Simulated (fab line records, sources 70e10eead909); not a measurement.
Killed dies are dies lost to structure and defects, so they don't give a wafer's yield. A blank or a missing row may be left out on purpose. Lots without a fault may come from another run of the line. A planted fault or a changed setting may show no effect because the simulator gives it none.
fab line records | flow nand_harc
record lots=14 wafers=40 last_day=33
route steps=1302 shown A_DECK1_JOINT@539 A_ONON_D2@549 END@1302
lots that met no fault: from a run of the same line without faults
start_h: hours from the record's first day to the start of the lot's first wafer shown | wait_h: hours since the lot's step before | " the same as in the row above | L1.1+2: a row that stands for several wafers | - no value, or no start given | * or withheld: withheld | < > ~ a bound
route shown NAME@n: a module of which the file shows steps, and the number in the route of the first | usual: mean/standard deviation of fault-free wafers | same: alike in all rows | chamber/n: place in a boat | sites: the reading at each site | _std_site: their standard deviation | _edge_site: outer sites' mean less inner sites' | radius_mm: how far each site lies from the wafer's centre | mask NAME#n: copy n | behind: the tool/chamber that last shaped the wafer | hold: why the lot was held/for how many hours/how that ended | device: the transistor (n, p or np) that didn't switch | end of line: the same wafers' tests at the end of the route | a step without rows: its recipe alone | killed: dies lost to structure and defects at the first sort, not the wafer's yield | map: a wafer's dies, x killed, . not, _ none there
set.NAME: the setting as run; set.NAME@STEP: as run at that earlier step | model.NAME: the simulator's own value behind a step, which no gauge read
steps of the route over a sample of lots; a table a step, a row a wafer
services: from which hour (start_h, from the record's first day; less than 0 if before it) a tool's chamber was out of use, for how many hours, and why
## steps
# step NHARC_A_DECK1_JOINT_CMP_02
# recipe material=SiOx
# usual motor_current_A=12.3/1
# columns lot.wafer tool chamber start_h wait_h motor_current_A
L969.1 cmp-02 3 278.63 0.4 11.4
L969.6 " 0 " " 13.8
L969.5 " 1 " " 12.6
L970.1 cmp-02 0 284.12 0.4 13.5
L970.4 " 2 " " 13.0
L970.5 " 3 " " 12.0
L971.4 cmp-03 3 284.12 0.4 12.4
L971.3 " 1 " " 11.2
L971.6 " 3 " " 12.1
L973.1 cmp-01 0 307.15 0.4 11.5
L973.3 " 1 " " 12.8
L973.6 " 2 " " 12.8
L974.4 cmp-03 2 324.02 0.4 11.8
L974.3 " 0 " " 11.5
L974.5 " 3 " " 12.0
L975.4 cmp-03 3 341.70 0.4 11.7
L975.3 " 1 " " 11.7
L975.5 " 3 " " 12.2
L976.1 cmp-02 2 341.72 0.4 13.6
L976.4 " 0 " " 14.4
L976.6 " 2 " " 14.4
L979.1 cmp-03 3 388.08 0.4 11.7
L979.6 " 3 " " 11.7
L979.5 " 0 " " 11.3
L980.3 cmp-02 2 388.95 0.4 14.0
L980.5 " 3 " " 11.7
L980.6 " 0 " " 13.2
L985.2 cmp-03 3 430.88 0.4 12.2
L985.4 " 1 " " 11.3
L987.1 cmp-02 1 446.48 0.4 12.6
L987.2 " 2 " " 14.1
L989.3 cmp-01 1 466.78 0.4 11.7
L989.4 " 2 " " 13.4
L989.6 " 0 " " 10.4
L990.3 cmp-03 2 504.31 0.4 11.3
L990.6 " 1 " " 10.9
L990.5 " 2 " " 11.7
L992.4 cmp-02 3 516.13 0.4 11.5
L992.3 " 0 " " 13.2
L992.5 " 2 " " 14.8
# step NHARC_A_ONON_D2_DEP_06
# recipe target_thk_a=10000 n2_flow_sccm=2750 n2o_flow_sccm=2000 nh3_flow_sccm=500 sih4_flow_sccm=210 temp_c=400
# usual n2o_flow_sccm=2001/6 sih4_flow_sccm=210.1/0.65 susceptor_temp_C=399.99/0.21
# columns lot.wafer tool chamber start_h wait_h n2o_flow_sccm sih4_flow_sccm susceptor_temp_C
L969.1 pecvd_onon-02 0 280.46 0.1 1996 209.6 399.77
L969.5 " 0 " " 1996 210.4 399.63
L969.6 " 0 " " 2002 210.9 399.82
L970.1 pecvd_onon-03 0 285.99 0.1 2002 209.9 400.08
L970.4 " 0 " " 2003 209.5 400.18
L970.5 " 0 " " 2000 210.2 400.64
L971.3 pecvd_onon-01 0 286.11 0.2 1994 210.5 400.14
L971.4 " 0 " " 1999 210.1 399.80
L971.6 " 0 " " 1994 210.0 399.98
L973.1 pecvd_onon-03 0 309.00 0.1 1996 210.0 400.17
L973.3 " 0 " " 2003 210.1 400.34
L973.6 " 0 " " 1998 209.6 400.27
L974.3 pecvd_onon-03 0 326.04 0.2 2011 209.3 399.83
L974.4 " 0 " " 2004 210.4 399.70
L974.5 " 0 " " 2007 211.6 399.76
L976.1 pecvd_onon-02 0 343.59 0.1 1990 209.7 399.99
L976.4 " 0 " " 1990 210.1 399.88
L976.6 " 0 " " 1987 211.1 399.44
L975.3 pecvd_onon-03 0 343.72 0.2 2006 209.7 400.30
L975.4 " 0 " " 1998 210.1 399.92
L975.5 " 0 " " 1995 210.3 399.81
L979.1 pecvd_onon-01 0 390.35 0.1 2001 209.7 400.00
L979.5 " 0 " " 2003 209.8 399.69
L979.6 " 0 " " 1996 209.3 399.74
L980.3 pecvd_onon-03 0 390.98 0.2 2009 210.4 399.72
L980.5 " 0 " " 2009 210.5 399.79
L980.6 " 0 " " 2017 210.1 399.99
L985.2 pecvd_onon-01 0 432.89 0.1 2003 210.0 400.23
L985.4 " 0 " " 2004 210.3 400.35
L987.1 pecvd_onon-01 0 448.35 0.1 2002 210.3 399.91
L987.2 " 0 " " 1990 210.5 399.64
L989.3 pecvd_onon-03 0 468.80 0.2 2007 210.7 399.94
L989.4 " 0 " " 2007 209.9 399.69
L989.6 " 0 " " 2004 210.1 400.00
L990.3 pecvd_onon-03 0 506.33 0.2 1998 210.8 400.07
L990.5 " 0 " " 2004 210.3 400.16
L990.6 " 0 " " 1990 211.3 400.17
L992.3 pecvd_onon-03 0 518.20 0.2 2001 209.6 400.17
L992.4 " 0 " " 2002 209.5 399.96
L992.5 " 0 " " 2007 210.5 400.04
# step NHARC_A_ONON_D2_THK_MEAS_08
# recipe thk_meas_gauge=ellipsometry
# usual thk_nm=1000/8.9
# columns lot.wafer tool chamber start_h wait_h thk_nm
L969.1 film_metro-02 - 280.97 - 1013
L969.5 " - " " 1012
L969.6 " - " " 1014
L970.1 film_metro-01 - 286.50 - 986
L970.4 " - " " 989
L970.5 " - " " 988
L971.3 film_metro-02 - 286.50 - 1006
L971.4 " - " " 1007
L971.6 " - " " 1005
L973.1 film_metro-02 - 309.52 - 1002
L973.3 " - " " 1002
L973.6 " - " " 1001
L974.3 film_metro-02 - 326.43 - 988
L974.4 " - " " 987
L974.5 " - " " 986
L976.1 film_metro-02 - 344.10 - 1007
L976.4 " - " " 1008
L976.6 " - " " 1006
L975.3 film_metro-02 - 344.11 - 1013
L975.4 " - " " 1013
L975.5 " - " " 1014
L979.1 film_metro-02 - 390.85 - 990
L979.5 " - " " 989
L979.6 " - " " 992
L980.3 film_metro-02 - 391.38 - 1008
L980.5 " - " " 1008
L980.6 " - " " 1011
L985.2 film_metro-02 - 433.35 - 1347
L985.4 " - " " 1348
L987.1 film_metro-02 - 448.88 - 994
L987.2 " - " " 1326
L989.3 film_metro-02 - 469.19 - 993
L989.4 " - " " 993
L989.6 " - " " 994
L990.3 film_metro-01 - 506.73 - 1006
L990.5 " - " " 1006
L990.6 " - " " 1008
L992.3 film_metro-01 - 518.59 - 996
L992.4 " - " " 997
L992.5 " - " " 994
# step NHARC_END_SORT_01
# recipe temp_c=25
# usual killed_at_array=54/21 killed_at_other=0.9/1.1 killed_at_periphery=3.5/2.5 killed_dies=58/21 killed_open=3.3/1.9 killed_short=2.6/1.8
# same gross_dies=677
# columns lot.wafer tool chamber start_h wait_h killed_at_array killed_at_other killed_at_periphery killed_dies killed_open killed_short
L970.1 prober-02 0 568.35 2.5 56 0 2 58 2 3
L970.4 prober-02 0 570.76 3.4 53 0 4 57 6 2
L970.5 prober-02 0 571.56 3.7 52 0 4 56 5 0
L969.1 prober-02 0 577.29 2.5 14 2 3 19 3 0
L969.5 prober-02 0 580.49 3.7 21 1 10 32 1 2
L969.6 prober-02 0 581.28 4.0 25 1 8 34 2 2
L971.3 prober-01 0 577.68 3.1 61 0 0 61 3 1
L971.4 prober-01 0 578.48 3.4 41 0 2 43 2 3
L971.6 prober-01 0 580.06 4.0 43 1 4 48 3 3
L973.1 prober-02 0 622.75 2.5 85 2 2 89 1 1
L973.3 prober-02 0 624.35 3.1 85 4 1 90 1 4
L973.6 prober-02 0 626.75 4.0 87 2 0 89 3 4
L974.3 prober-01 0 624.34 3.1 36 2 2 40 2 2
L974.4 prober-01 0 625.14 3.4 44 0 2 46 3 0
L974.5 prober-01 0 625.94 3.7 44 1 0 45 1 1
L985.2 prober-01 0 721.83 2.8 673 2 2 677 5 4
L985.4 prober-01 0 723.43 3.4 673 2 2 677 6 0
L987.1 prober-02 0 732.17 2.5 55 0 2 57 4 0
L987.2 prober-02 0 732.97 2.8 673 2 2 677 6 2
L990.3 prober-01 0 787.63 3.1 65 1 1 67 1 3
L990.5 prober-01 0 789.22 3.7 74 0 2 76 5 3
L990.6 prober-01 0 790.01 4.0 41 1 5 47 2 4
# killed by level:class
L970.1 A_CHANNEL_HOLE_D2:chamber_film_flake=36 A_CHANNEL_FILL_D1:chamber_film_flake=4 A_CONTACT:chamber_film_flake=4 A_CHANNEL_HOLE_D1:chamber_film_flake=2 A_DECK1_JOINT:chamber_film_flake=2 A_SLIT:chamber_film_flake=2 A_WL_FILL:chamber_film_flake=2 P_BONDPAD:geometric_particle:short=1
L970.4 A_CHANNEL_HOLE_D2:chamber_film_flake=34 A_CONTACT:chamber_film_flake=5 P_GATE:chamber_film_flake=2 A_CHANNEL_HOLE_D1:chamber_film_flake=2 A_ONON_D1:geometric_particle:open=1 A_CHANNEL_FILL_D1:geometric_particle:open=1 A_DECK1_JOINT:geometric_particle:open=1 A_ONON_D2:geometric_particle:open=1
L970.5 A_CHANNEL_HOLE_D2:chamber_film_flake=33 A_CHANNEL_FILL_D1:chamber_film_flake=6 A_CONTACT:chamber_film_flake=4 A_WL_FILL:chamber_film_flake=3 P_GATE:chamber_film_flake=2 A_SLIT:chamber_film_flake=2 P_CONTACT:geometric_particle:open=1 P_BONDPAD:geometric_particle:open=1
L969.1 A_CHANNEL_HOLE_D2:chamber_film_flake=6 A_DECK1_JOINT:chamber_film_flake=3 A_STAIRCASE:chamber_film_flake=2 P_M0:geometric_particle:open=1 A_ONON_D2:geometric_particle:open=1 STARTING-WAFER:geometric_particle:open=1 P_ZERO_WELL:chamber_film_flake=1 P_GATE:chamber_film_flake=1
L971.3 A_CHANNEL_HOLE_D1:chamber_film_flake=43 A_CHANNEL_HOLE_D2:chamber_film_flake=4 A_STAIRCASE:chamber_film_flake=4 A_CONTACT:chamber_film_flake=4 A_CHANNEL_HOLE_D1:geometric_particle:open=2 A_WL_FILL:geometric_particle:short=1 A_WL_FILL:geometric_particle:open=1 A_SLIT:chamber_film_flake=1
L971.4 A_CHANNEL_HOLE_D1:chamber_film_flake=30 A_CHANNEL_HOLE_D2:chamber_film_flake=3 A_CHANNEL_FILL_D2:chamber_film_flake=2 A_CONTACT:chamber_film_flake=2 P_CONTACT:geometric_particle:short=1 P_M2:geometric_particle:short=1 A_CHANNEL_FILL_D1:geometric_particle:short=1 A_DECK1_JOINT:geometric_particle:open=1
L971.6 A_CHANNEL_HOLE_D1:chamber_film_flake=28 A_CHANNEL_HOLE_D2:chamber_film_flake=4 A_STAIRCASE:chamber_film_flake=3 A_CHANNEL_FILL_D2:chamber_film_flake=2 P_M0:geometric_particle:short=1 P_M1:geometric_particle:open=1 A_ONON_D1:geometric_particle:short=1 A_ONON_D1:geometric_particle:open=1
L969.5 P_GATE:chamber_film_flake=9 A_CHANNEL_HOLE_D2:chamber_film_flake=6 A_STAIRCASE:chamber_film_flake=6 A_CHANNEL_HOLE_D1:chamber_film_flake=3 A_SLIT:chamber_film_flake=2 A_SOURCE_PLATE:geometric_particle:open=1 A_ONON_D1:geometric_particle:short=1 A_CHANNEL_FILL_D1:geometric_particle:short=1
L969.6 A_CHANNEL_HOLE_D2:chamber_film_flake=9 P_GATE:chamber_film_flake=7 A_STAIRCASE:chamber_film_flake=5 A_CHANNEL_HOLE_D1:chamber_film_flake=4 A_SGD_CUT:chamber_film_flake=2 P_CONTACT:geometric_particle:open=1 A_SOURCE_PLATE:geometric_particle:short=1 A_DECK1_JOINT:geometric_particle:short=1
L973.1 A_CHANNEL_HOLE_D2:chamber_film_flake=28 A_CHANNEL_HOLE_D1:chamber_film_flake=24 A_SLIT:chamber_film_flake=18 A_CONTACT:chamber_film_flake=8 A_DECK1_JOINT:chamber_film_flake=2 P_M0:geometric_particle:short=1 A_SOURCE_PLATE:geometric_particle:open=1 P_STI:chamber_film_flake=1
L974.3 A_CHANNEL_HOLE_D2:chamber_film_flake=30 A_CONTACT:chamber_film_flake=2 P_GATE:geometric_particle:short=1 P_CONTACT:geometric_particle:short=1 A_WL_FILL:geometric_particle:open=1 STARTING-WAFER:geometric_particle:open=1 A_STAIRCASE:chamber_film_flake=1 A_SLIT:chamber_film_flake=1
L973.3 A_SLIT:chamber_film_flake=29 A_CHANNEL_HOLE_D1:chamber_film_flake=22 A_CHANNEL_HOLE_D2:chamber_film_flake=22 A_CONTACT:chamber_film_flake=6 THIN_TSV:chamber_film_flake=4 A_CHANNEL_FILL_D1:geometric_particle:short=2 P_CONTACT:geometric_particle:open=1 A_SOURCE_PLATE:geometric_particle:short=1
L974.4 A_CHANNEL_HOLE_D2:chamber_film_flake=32 A_CHANNEL_HOLE_D1:chamber_film_flake=3 A_CHANNEL_FILL_D1:chamber_film_flake=2 P_M1:geometric_particle:open=1 A_DECK1_JOINT:geometric_particle:open=1 A_CHANNEL_HOLE_D2:geometric_particle:open=1 P_STI:chamber_film_flake=1 A_CHANNEL_FILL_D2:chamber_film_flake=1
L974.5 A_CHANNEL_HOLE_D2:chamber_film_flake=32 A_STAIRCASE:chamber_film_flake=4 A_CHANNEL_HOLE_D1:chamber_film_flake=4 A_CHANNEL_HOLE_D2:geometric_particle:open=1 A_CHANNEL_FILL_D2:geometric_particle:short=1 A_DECK1_JOINT:chamber_film_flake=1 A_SLIT:chamber_film_flake=1 THIN_TSV:chamber_film_flake=1
L973.6 A_CHANNEL_HOLE_D1:chamber_film_flake=32 A_CHANNEL_HOLE_D2:chamber_film_flake=29 A_SLIT:chamber_film_flake=16 A_CHANNEL_FILL_D1:geometric_particle:open=2 A_WL_FILL:geometric_particle:short=2 A_CONTACT:chamber_film_flake=2 THIN_TSV:chamber_film_flake=2 A_DECK1_JOINT:geometric_particle:short=1
L985.2 A_ONON_D2:area_dep=611 A_CHANNEL_HOLE_D2:chamber_film_flake=19 A_SLIT:chamber_film_flake=17 A_CHANNEL_HOLE_D1:chamber_film_flake=9 A_CHANNEL_FILL_D2:chamber_film_flake=3 A_STAIRCASE:chamber_film_flake=3 A_ONON_D1:geometric_particle:short=2 P_ZERO_WELL:chamber_film_flake=2
L985.4 A_ONON_D2:area_dep=620 A_SLIT:chamber_film_flake=18 A_CHANNEL_HOLE_D2:chamber_film_flake=15 A_CHANNEL_HOLE_D1:chamber_film_flake=8 A_CHANNEL_FILL_D2:chamber_film_flake=3 A_CHANNEL_FILL_D1:geometric_particle:open=2 A_WL_FILL:geometric_particle:open=2 A_STAIRCASE:chamber_film_flake=2
L987.1 A_SLIT:chamber_film_flake=21 A_CHANNEL_HOLE_D1:chamber_film_flake=12 A_CONTACT:chamber_film_flake=11 A_DECK1_JOINT:chamber_film_flake=3 P_BONDPAD:chamber_film_flake=2 A_CHANNEL_FILL_D1:geometric_particle:open=1 A_DECK1_JOINT:geometric_particle:open=1 A_CHANNEL_FILL_D2:geometric_particle:open=1
L987.2 A_ONON_D2:area_dep=608 A_SLIT:chamber_film_flake=32 A_CONTACT:chamber_film_flake=13 A_CHANNEL_HOLE_D1:chamber_film_flake=8 P_BONDPAD:chamber_film_flake=2 A_CHANNEL_FILL_D2:geometric_particle:open=2 A_STAIRCASE:chamber_film_flake=2 THIN_TSV:chamber_film_flake=2
L990.3 A_CHANNEL_HOLE_D2:chamber_film_flake=19 A_SLIT:chamber_film_flake=19 A_CONTACT:chamber_film_flake=10 A_CHANNEL_HOLE_D1:chamber_film_flake=9 A_DECK1_JOINT:chamber_film_flake=3 A_CHANNEL_HOLE_D2:geometric_particle:short=1 A_CHANNEL_FILL_D2:geometric_particle:short=1 A_BLC:geometric_particle:open=1
L990.5 A_CHANNEL_HOLE_D2:chamber_film_flake=22 A_SLIT:chamber_film_flake=18 A_CHANNEL_HOLE_D1:chamber_film_flake=13 A_CONTACT:chamber_film_flake=10 A_DECK1_JOINT:geometric_particle:short=3 P_STI:chamber_film_flake=2 A_STAIRCASE:chamber_film_flake=2 A_ONON_D1:geometric_particle:open=1
L990.6 A_SLIT:chamber_film_flake=15 A_CHANNEL_HOLE_D2:chamber_film_flake=8 A_CONTACT:chamber_film_flake=7 A_CHANNEL_HOLE_D1:chamber_film_flake=3 A_SOURCE_PLATE:geometric_particle:short=2 P_STI:chamber_film_flake=2 A_CHANNEL_FILL_D2:chamber_film_flake=2 P_GATE:geometric_particle:short=1
## services
# columns tool chamber start_h hours kind
cmp-03 - 260.20 4.0 pm
pecvd_onon-01 - 269.02 13.0 pm
cmp-01 - 271.28 0.8 repair
cmp-01 - 280.12 0.9 repair
cmp-03 - 286.58 0.6 repair
cmp-01 - 292.81 4.0 pm
cmp-03 - 305.84 1.0 repair
cmp-02 - 314.84 2.2 repair
cmp-02 - 328.39 2.6 repair
cmp-03 - 358.20 4.0 pm
pecvd_onon-02 - 366.43 13.0 pm
cmp-01 - 390.81 4.0 pm
pecvd_onon-03 - 408.00 13.0 pm
cmp-01 - 420.75 2.5 repair
cmp-02 - 424.06 0.3 repair
cmp-02 - 428.94 4.0 pm
cmp-03 - 435.26 1.6 repair
pecvd_onon-01 - 450.02 13.0 pm
cmp-02 - 450.74 0.7 repair
cmp-02 - 453.04 1.2 repair
cmp-03 - 456.20 4.0 pm
cmp-02 - 466.54 4.7 repair
cmp-01 - 469.63 0.5 repair
cmp-01 - 488.81 4.0 pm
## key
first_sign step=NHARC_A_ONON_D2_THK_MEAS_08 reading=thk_nm direction=up sigmas=38 usual=1000 struck=1340
effect step=NHARC_END_SORT_01 reading=killed_at_array direction=up sigmas=29 usual=54 struck=673
more_kills_born_at NHARC_A_ONON_D2_DEP_06@pecvd_onon-01=1839
met_at NHARC_A_ONON_D2_DEP_06
struck_lots L985,L987
struck_wafers L985.2,L985.4,L987.2
later_rows_left_out L985.2,L985.4,L987.2
tester_left_out L985,L987
not_acting_at NHARC_A_DECK1_JOINT_CMP_02
onset_between 390.35 432.89
fault kind=process_parameter_drift tool=pecvd_onon-01 chamber=- onset_h=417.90 steps=NHARC_A_ONON_D2_DEP_06 channel=target_thk_a offset=* shape=step end_h=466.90 scope=struck_wafers_only acts_in=* stated=*
# tester_left_out: of these lots the tester's yield and bins aren't shown, on N5 and GAA mostly nor the transistor test; their killed dies are dies lost to structure and defects alone, not to doping, threshold or leakage, so they don't give the yield
# later_rows_left_out: the simulator's readings of these wafers behind a module that went badly wrong aren't trusted and aren't shown, but for the sort
